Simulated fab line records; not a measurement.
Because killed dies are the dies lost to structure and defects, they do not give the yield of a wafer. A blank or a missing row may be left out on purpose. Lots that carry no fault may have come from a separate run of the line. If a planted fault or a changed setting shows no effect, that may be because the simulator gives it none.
What tool caused it? -- flow nand_harc -- 21 lots with 63 wafers sampled at 6 steps, on a route of 1302 steps

WHAT THE GAUGES READ, wafer by wafer
No reading from a measuring or inspecting step in the record can be judged against a usual standard deviation.

TOOL THAT RAN EACH LOT (tool first, then ch and the chambers of the sampled wafers, then the start)
lot,NHARC_A_CONTACT_ETCH_90,NHARC_A_CONTACT_ETCH_102,NHARC_A_CONTACT_DEP_58,NHARC_A_CONTACT_ETCH_78,NHARC_A_CONTACT_ETCH_128,NHARC_A_CONTACT_ETCH_97
L075,"rie_diel-04 ch 0,3, day 22 01:12","rie_diel-04 ch 0,2,3, day 22 01:44","pecvd-01 ch 0,2, day 22 05:47","rie_diel-05 ch 0,2,3, day 22 08:55 or earlier","har_cap_etch-03 ch 0,1, day 22 08:55","rie_diel-05 ch 0,3, no start"
L074,"rie_diel-04 ch 0,1,3, day 22 02:28","rie_diel-02 ch 0,1,3, day 22 03:25","pecvd-03 ch 1,2, day 22 07:49","rie_diel-04 ch 0,1, day 22 11:01 or earlier","har_cap_etch-02 ch 0,1, day 22 11:01","rie_diel-02 ch 1,3, no start"
L076,"rie_diel-04 ch 0,1,3, day 22 22:58","rie_diel-04 ch 1,2,3, day 22 23:28","pecvd-01 ch 0,2, day 23 04:41","rie_diel-02 ch 0,1,3, day 23 08:08 or earlier","har_cap_etch-03 ch 0,1, day 23 08:08","rie_diel-02 ch 1,3, no start"
L077,"rie_diel-05 ch 0,2,3, day 22 23:29","rie_diel-04 ch 0,2,3, day 23 00:01","pecvd-03 ch 0,1, day 23 04:36","rie_diel-05 ch 0,2,3, day 23 07:51 or earlier","har_cap_etch-01 ch 0,1, day 23 07:51","rie_diel-05 ch 0,3, no start"
L078,"rie_diel-05 ch 2,3, day 23 06:47","rie_diel-05 ch 0,1,2, day 23 07:22","pecvd-03 ch 1,2, day 23 15:18","rie_diel-04 ch 0,2,3, day 23 18:29 or earlier","har_cap_etch-01 ch 0,1, day 23 18:29","rie_diel-04 ch 0,1, no start"
L080,"rie_diel-02 ch 0,1, day 23 12:50","rie_diel-02 ch 2,3, day 23 13:24","pecvd-01 ch 1,2, day 23 19:50","rie_diel-02 ch 1,3, day 23 22:58 or earlier","har_cap_etch-01 ch 0,1, day 23 22:58","rie_diel-05 ch 0,1, no start"
L081,"rie_diel-02 ch 0,2,3, day 25 10:26","rie_diel-02 ch 0,1, day 25 12:14","pecvd-03 ch 1,2, day 25 18:11","rie_diel-04 ch 0,2,3, day 25 21:26 or earlier","har_cap_etch-02 ch 0,1, day 25 21:26","rie_diel-04 ch 0,2, day 25 23:15"
L082,"rie_diel-02 ch 1,2,3, day 25 11:07","rie_diel-02 ch 0,2,3, day 25 13:14","pecvd-01 ch 0,1,2, day 25 18:28","rie_diel-04 ch 0,1,2, day 25 22:08 or earlier","har_cap_etch-01 ch 0,1, day 25 22:08","rie_diel-05 ch 1,2,3, no start"
L083,"rie_diel-04 ch 0,2, day 25 20:22","rie_diel-04 ch 1,3, day 25 21:34","pecvd-03 ch 0,1,2, day 26 01:30","rie_diel-02 ch 1,2,3, day 26 04:35 or earlier","har_cap_etch-01 ch 0, day 26 04:35","rie_diel-04 ch 0,2,3, day 26 06:25"
L086,"rie_diel-05 ch 1,2,3, day 26 06:52","rie_diel-05 ch 0,1, day 26 07:21","pecvd-02 ch 0,1,2, day 26 12:32","rie_diel-04 ch 0,2,3, day 26 16:22 or earlier","har_cap_etch-01 ch 0,1, day 26 16:22","rie_diel-05 ch 1,3, day 26 18:12"
L085,"rie_diel-02 ch 1,2,3, day 26 09:35","rie_diel-04 ch 0,2,3, day 26 10:07","pecvd-02 ch 0,1,2, day 26 21:17","rie_diel-04 ch 0,1,3, day 27 00:22 or earlier","har_cap_etch-02 ch 0,1, day 27 00:22","rie_diel-04 ch 1,2,3, no start"
L087,"rie_diel-04 ch 0,1, day 27 12:01","rie_diel-04 ch 0,1,2, day 27 12:32","pecvd-02 ch 1,2, day 27 16:22","rie_diel-04 ch 1,2,3, day 27 19:34 or earlier","har_cap_etch-02 ch 0,1, day 27 19:34","rie_diel-04 ch 1,2,3, no start"
L089,"rie_diel-04 ch 1,3, day 28 02:38","rie_diel-04 ch 0,2,3, day 28 03:10","pecvd-03 ch 0,1,2, day 28 09:45","rie_diel-05 ch 1,2, day 28 13:02 or earlier","har_cap_etch-01 ch 0,1, day 28 13:02","rie_diel-04 ch 0,3, no start"
L091,"rie_diel-04 ch 0,1,2, day 28 11:57","rie_diel-05 ch 1,2, day 28 12:37","pecvd-01 ch 0,1,2, day 28 16:33","rie_diel-04 ch 0,3, day 28 19:36 or earlier","har_cap_etch-03 ch 0,1, day 28 19:36","rie_diel-04 ch 0,2,3, no start"
L090,"rie_diel-05 ch 1,2, day 28 12:16","rie_diel-04 ch 0,1,3, day 28 12:48","pecvd-02 ch 0,1, day 28 18:30","rie_diel-05 ch 1,2,3, day 28 21:43 or earlier","har_cap_etch-03 ch 0,1, day 28 21:43","rie_diel-04 ch 1,2, no start"
L092,"rie_diel-04 ch 0,1,3, day 28 12:16","rie_diel-04 ch 1,2,3, day 28 12:46","pecvd-03 ch 0,2, day 28 17:02","rie_diel-02 ch 0,2,3, day 28 20:14 or earlier","har_cap_etch-02 ch 0,1, day 28 20:14","rie_diel-02 ch 0,1, no start"
L093,"rie_diel-05 ch 1,2,3, day 29 07:01","rie_diel-05 ch 1,2, day 29 07:34","pecvd-03 ch 0,1, day 29 11:26","rie_diel-04 ch 2,3, day 29 14:32 or earlier","har_cap_etch-02 ch 0,1, day 29 14:32","rie_diel-05 ch 0,1, no start"
L094,"rie_diel-04 ch 0,1,3, day 30 10:56","rie_diel-02 ch 0,1,2, day 30 11:27","pecvd-01 ch 0,1,2, day 30 15:57","rie_diel-02 ch 1,2,3, day 30 19:02 or earlier","har_cap_etch-03 ch 0,1, day 30 19:02","rie_diel-05 ch 1,2,3, no start"
L096,"rie_diel-05 ch 0,3, day 30 18:23","rie_diel-05 ch 0,1,3, day 30 18:55","pecvd-01 ch 1,2, day 30 23:33","rie_diel-02 ch 0,2,3, day 31 02:43 or earlier","har_cap_etch-02 ch 0,1, day 31 02:43","rie_diel-04 ch 0,1, no start"
L095,"rie_diel-04 ch 0,1,2, day 31 04:28","rie_diel-04 ch 0,1,2, day 31 05:07","pecvd-01 ch 0,1,2, day 31 09:02","rie_diel-04 ch 1,2,3, day 31 12:14 or earlier","har_cap_etch-01 ch 0,1, day 31 12:14","rie_diel-04 ch 0,2,3, no start"
L097,"rie_diel-02 ch 1,2, day 31 16:42","rie_diel-05 ch 1,2, day 31 17:14","pecvd-03 ch 0,1,2, day 31 21:34","rie_diel-05 ch 0,2,3, day 32 00:39 or earlier","har_cap_etch-03 ch 0,1, day 32 00:39","rie_diel-05 ch 0,3, no start"
- NHARC_A_CONTACT_ETCH_90: etches the open film in CH3F/O2, target depth 40 nm, time 85.7 s.
- NHARC_A_CONTACT_ETCH_102: etches the open film in CF4/O2, target depth 100 nm, overetch 10 nm, time 55 s.
- NHARC_A_CONTACT_DEP_58: deposits SiON, target thk 90 nm.
- NHARC_A_CONTACT_ETCH_78: etches the open film in O2/COS, target depth 5300 nm, time 1378 s.
- NHARC_A_CONTACT_ETCH_128: etches the open film in C4F8/O2/Ar, time 197 s, target depth 1918 nm.
- NHARC_A_CONTACT_ETCH_97: etches the open film in C4F6/O2, target depth 20 nm, time 10 s.

WHAT THE TOOLS THEMSELVES READ (means of the sampled wafers that have a number; where no wafer has one, the mark that the record gives instead)
NHARC_A_CONTACT_ETCH_90. Usual: ch3f_flow_sccm is 50.00 sccm with standard deviation 0.14, drypump_motor_current_A is 5.79 A with standard deviation 0.26, mfc_ar_sccm is 200.0 sccm with standard deviation 0.61, oes_product_au is 0.96 a.u. with standard deviation 0.039, rf_vpp_V is 244.9 V with standard deviation 2, showerhead_plenum_p_Torr is 2.50 Torr with standard deviation 0.12, and throttle_valve_pct is 20.664 % with standard deviation 0.0091.
lot,tool,ch3f_flow_sccm (sccm),drypump_motor_current_A (A),mfc_ar_sccm (sccm),oes_product_au (a.u.),rf_vpp_V (V),showerhead_plenum_p_Torr (Torr),throttle_valve_pct (%),flag
L075,rie_diel-04,49.97,5.88,200.1,0.92,243.5,2.47,20.661,
L074,rie_diel-04,50.05,5.74,199.9,0.92,246.2,2.53,20.663,
L076,rie_diel-04,50.01,5.76,200.2,0.92,244.6,2.53,20.670,
L077,rie_diel-05,49.86,5.94,199.2,0.93,244.3,2.47,20.659,
L078,rie_diel-05,50.15,5.93,200.1,0.92,246.0,2.54,20.661,
L080,rie_diel-02,50.13,6.14,200.1,0.93,242.6,2.32,20.664,
L081,rie_diel-02,50.03,5.75,200.6,1.01,245.3,2.53,20.657,
L082,rie_diel-02,50.03,5.63,199.7,1.01,246.0,2.55,20.673,
L083,rie_diel-04,50.03,5.74,200.1,1.00,245.6,2.59,20.671,
L086,rie_diel-05,50.09,6.01,200.2,1.01,243.9,2.47,20.663,
L085,rie_diel-02,50.13,5.65,200.0,1.00,245.5,2.55,20.664,
L087,rie_diel-04,50.01,5.62,200.7,1.01,245.3,2.58,20.674,
L089,rie_diel-04,49.89,5.79,200.0,0.99,244.9,2.47,20.677,
L091,rie_diel-04,50.07,5.62,200.1,0.93,246.3,2.58,20.665,
L090,rie_diel-05,50.11,6.10,200.0,1.01,244.7,2.49,20.659,
L092,rie_diel-04,50.01,5.75,199.9,1.00,245.5,2.52,20.670,
L093,rie_diel-05,50.15,5.99,200.5,0.99,244.7,2.46,20.661,
L094,rie_diel-04,49.98,5.74,199.9,0.94,244.6,2.52,20.671,
L096,rie_diel-05,50.08,5.83,200.1,0.92,242.6,2.35,20.658,
L095,rie_diel-04,49.98,5.64,199.5,0.93,245.8,2.58,20.662,
L097,rie_diel-02,50.02,5.66,200.3,0.94,244.4,2.45,20.662,

NHARC_A_CONTACT_ETCH_102. Usual: drypump_motor_current_A 5.82 A, standard deviation 0.25; mfc_ar_sccm 0.012 sccm, standard deviation 0.013; oes_product_au 1.001 a.u., standard deviation 0.0094; rf_vpp_V 198.1 V, standard deviation 1.7; showerhead_plenum_p_Torr 1.35 Torr, standard deviation 0.069; throttle_valve_pct 13.397 %, standard deviation 0.0095.
lot,tool,drypump_motor_current_A (A),mfc_ar_sccm (sccm),oes_product_au (a.u.),rf_vpp_V (V),showerhead_plenum_p_Torr (Torr),throttle_valve_pct (%),flag
L075,rie_diel-04,5.78,0.018,0.993,197.6,1.38,13.400,
L074,rie_diel-02,6.01,0.000,0.994,197.1,1.32,13.399,
L076,rie_diel-04,5.67,0.013,1.005,199.1,1.38,13.402,
L077,rie_diel-04,5.78,0.018,1.005,198.1,1.37,13.392,
L078,rie_diel-05,5.97,0.011,1.003,197.2,1.31,13.402,
L080,rie_diel-02,5.64,0.000,0.998,198.2,1.36,13.400,
L081,rie_diel-02,6.02,0.000,1.015,196.2,1.28,13.386,
L082,rie_diel-02,5.75,0.000,1.009,198.5,1.37,13.402,
L083,rie_diel-04,5.64,0.011,1.003,199.1,1.37,13.404,
L086,rie_diel-05,5.91,0.011,1.001,196.2,1.24,13.394,
L085,rie_diel-04,5.78,0.018,1.003,197.6,1.37,13.386,
L087,rie_diel-04,5.63,0.024,0.995,200.0,1.40,13.396,
L089,rie_diel-04,5.79,0.018,0.998,198.4,1.37,13.396,
L091,rie_diel-05,6.07,0.011,0.997,198.5,1.36,13.400,
L090,rie_diel-04,5.75,0.016,1.001,198.4,1.37,13.400,
L092,rie_diel-04,5.69,0.013,0.997,197.8,1.37,13.403,
L093,rie_diel-05,6.07,0.011,1.002,197.7,1.36,13.396,
L094,rie_diel-02,5.75,0.000,1.020,197.4,1.32,13.391,
L096,rie_diel-05,5.89,0.015,1.007,196.7,1.28,13.387,
L095,rie_diel-04,5.64,0.024,0.993,198.9,1.40,13.404,
L097,rie_diel-05,6.06,0.021,1.002,196.7,1.29,13.396,

NHARC_A_CONTACT_DEP_58. Usual: chamber_pressure_Torr 3.500 Torr, standard deviation 0.0069; heater_power_w 777 W, standard deviation 79.
lot,tool,chamber_pressure_Torr (Torr),heater_power_w (W),flag
L075,pecvd-01,3.497,795,
L074,pecvd-03,3.503,745,
L076,pecvd-01,3.497,774,
L077,pecvd-03,3.498,781,
L078,pecvd-03,3.501,836,
L080,pecvd-01,3.504,733,
L081,pecvd-03,3.505,806,
L082,pecvd-01,3.507,780,
L083,pecvd-03,3.504,814,
L086,pecvd-02,3.502,773,
L085,pecvd-02,3.499,744,
L087,pecvd-02,3.491,781,
L089,pecvd-03,3.492,780,
L091,pecvd-01,3.494,785,
L090,pecvd-02,3.494,778,
L092,pecvd-03,3.507,748,
L093,pecvd-03,3.502,782,
L094,pecvd-01,3.505,770,
L096,pecvd-01,3.503,719,
L095,pecvd-01,3.498,748,
L097,pecvd-03,3.493,796,

NHARC_A_CONTACT_ETCH_78. Usual: drypump_motor_current_A 5.80 A, standard deviation 0.28; mfc_ar_sccm 0.011 sccm, standard deviation 0.013; oes_product_au 1.002 a.u., standard deviation 0.0098; rf_vpp_V 314.7 V, standard deviation 2.4; showerhead_plenum_p_Torr 3.16 Torr, standard deviation 0.16; throttle_valve_pct 28.331 %, standard deviation 0.0083.
lot,tool,drypump_motor_current_A (A),mfc_ar_sccm (sccm),oes_product_au (a.u.),rf_vpp_V (V),showerhead_plenum_p_Torr (Torr),throttle_valve_pct (%),flag
L075,rie_diel-05,5.92,0.004,0.996,315.1,3.14,28.325,
L074,rie_diel-04,5.71,0.026,1.000,316.2,3.27,28.328,
L076,rie_diel-02,6.01,0.000,1.003,314.0,3.09,28.336,
L077,rie_diel-05,5.94,0.004,0.999,315.1,3.14,28.340,
L078,rie_diel-04,5.82,0.018,0.992,315.4,3.21,28.331,
L080,rie_diel-02,5.95,0.000,0.995,313.6,3.12,28.338,
L081,rie_diel-04,5.79,0.018,0.988,315.6,3.21,28.336,
L082,rie_diel-04,5.64,0.024,1.007,315.3,3.28,28.328,
L083,rie_diel-02,5.65,0.000,1.007,316.3,3.23,28.330,
L086,rie_diel-04,5.78,0.018,0.998,315.0,3.21,28.332,
L085,rie_diel-04,5.75,0.016,1.001,315.7,3.20,28.335,
L087,rie_diel-04,5.69,0.013,0.998,314.5,3.21,28.328,
L089,rie_diel-05,6.08,0.011,1.001,315.4,3.17,28.323,
L091,rie_diel-04,5.92,0.010,0.994,313.7,3.13,28.320,
L090,rie_diel-05,6.01,0.015,1.004,315.1,3.13,28.336,
L092,rie_diel-02,5.75,0.000,1.021,315.5,3.19,28.328,
L093,rie_diel-04,5.82,0.008,0.993,314.5,3.14,28.329,
L094,rie_diel-02,5.65,0.000,1.012,314.9,3.21,28.331,
L096,rie_diel-02,5.76,0.000,1.003,314.6,3.18,28.338,
L095,rie_diel-04,5.69,0.013,1.001,314.8,3.21,28.329,
L097,rie_diel-05,5.96,0.004,1.006,314.1,3.11,28.329,

NHARC_A_CONTACT_ETCH_97. Usual: drypump_motor_current_A 5.85 A, standard deviation 0.24; mfc_ar_sccm 500.1 sccm, standard deviation 1.5; oes_product_au 0.954 a.u., standard deviation 0.023; rf_vpp_V 547 V, standard deviation 4; showerhead_plenum_p_Torr 3.94 Torr, standard deviation 0.19; throttle_valve_pct 26.903 %, standard deviation 0.0096.
lot,tool,drypump_motor_current_A (A),mfc_ar_sccm (sccm),oes_product_au (a.u.),rf_vpp_V (V),showerhead_plenum_p_Torr (Torr),throttle_valve_pct (%),flag
L075,rie_diel-05,5.85,499.9,0.941,544,3.80,26.896,
L074,rie_diel-02,5.95,499.6,0.946,549,4.05,26.901,
L076,rie_diel-02,5.93,499.8,0.939,550,4.05,26.900,
L077,rie_diel-05,5.89,499.8,0.943,544,3.79,26.903,
L078,rie_diel-04,5.60,498.5,0.957,550,4.11,26.908,
L080,rie_diel-05,5.91,500.0,0.942,542,3.69,26.908,
L081,rie_diel-04,5.68,501.0,0.947,551,4.13,26.900,
L082,rie_diel-05,6.02,501.8,0.999,547,3.94,26.898,
L083,rie_diel-04,5.82,501.0,0.957,548,4.03,26.893,
L086,rie_diel-05,5.99,499.7,0.950,544,3.80,26.894,
L085,rie_diel-04,5.70,500.4,0.946,549,4.03,26.896,
L087,rie_diel-04,5.70,500.6,0.946,549,4.03,26.905,
L089,rie_diel-04,5.90,501.0,0.931,547,3.93,26.899,
L091,rie_diel-04,5.79,499.5,0.938,549,4.02,26.900,
L090,rie_diel-04,5.57,498.5,0.951,551,4.12,26.905,
L092,rie_diel-02,6.02,499.5,0.960,543,3.74,26.898,
L093,rie_diel-05,5.91,499.2,0.944,541,3.67,26.910,
L094,rie_diel-05,6.00,499.8,0.954,547,3.92,26.906,
L096,rie_diel-04,5.72,500.0,0.995,550,4.09,26.899,
L095,rie_diel-04,5.79,500.3,0.955,549,4.01,26.901,
L097,rie_diel-05,5.85,499.8,0.931,546,3.86,26.912,

THE ANSWER, worked out from the rows above alone
Rule: a lot is off if the mean of its wafers that have a number lies more than 3 standard deviations from the usual mean. Also off: a lot with no number at a reading for which 4 or more lots have one. All remaining lots with rows at the step are treated as sound. Order of review: gauges by route order, followed by the tools' own readings, for which a lot's mean as printed above is used. The first step at which some lot is off is used, and at that step the reading that is off furthest; a lot without a number counts as furthest.
None of the lots is off at any reading shown; this tells nothing.

WHAT THE SIMULATOR PUT IN
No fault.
